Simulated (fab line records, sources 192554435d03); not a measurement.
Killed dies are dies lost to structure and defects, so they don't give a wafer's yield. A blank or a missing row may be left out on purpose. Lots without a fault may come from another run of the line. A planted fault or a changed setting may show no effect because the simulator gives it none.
Chamber matching | flow n5_finfet | N5_FIN_SAQP_HM_DEP_03 on pecvd-03: 3 sister chambers
The step deposits SiNx from SiH4/NH3/N2, target thk 38 nm, time 33.6 s. 3 wafers are shown with their chamber, then 12 later ones without.

WAFERS WITH THEIR CHAMBER
wafer  | chamber | throttle_valve_pct (%)
L089.4 | 0       | 39.5
L089.5 | 1       | 42.5
L089.6 | 2       | 36.6

WAFERS WITHOUT THEIR CHAMBER
wafer  | throttle_valve_pct (%)
L091.1 | 39.6
L091.2 | 36.6
L091.5 | 42.3
L092.1 | 36.4
L092.2 | 42.4
L092.3 | 39.5
L093.1 | 39.6
L093.2 | 42.5
L093.3 | 36.4
L096.2 | 42.6
L096.3 | 36.6
L096.4 | 36.3

WHICH CHAMBER EACH WENT THROUGH
wafer  | from the rows above | in truth
L091.1 | 0                   | 0
L091.2 | 2                   | 2
L091.5 | 1                   | 1
L092.1 | 2                   | 2
L092.2 | 1                   | 1
L092.3 | 0                   | 0
L093.1 | 0                   | 0
L093.2 | 1                   | 1
L093.3 | 2                   | 2
L096.2 | 1                   | 1
L096.3 | 2                   | 2
L096.4 | 2                   | 2
Placed correctly: 12 of 12. Can't be placed from these rows: 0. Placed wrongly: 0.
How it was worked out, from the rows above alone: a wafer's distance from a chamber is the root of the sum, over the readings, of the square of ((its reading less the chamber's mean) divided by the reading's scatter). The wafer belongs to the nearest chamber; if the next one is less than 2 further off, it can't be placed. A chamber's mean is the mean of its shown wafers. The scatter: with one shown wafer a chamber, the root of the mean of the squares of how far each hidden wafer lies from its nearest shown one.
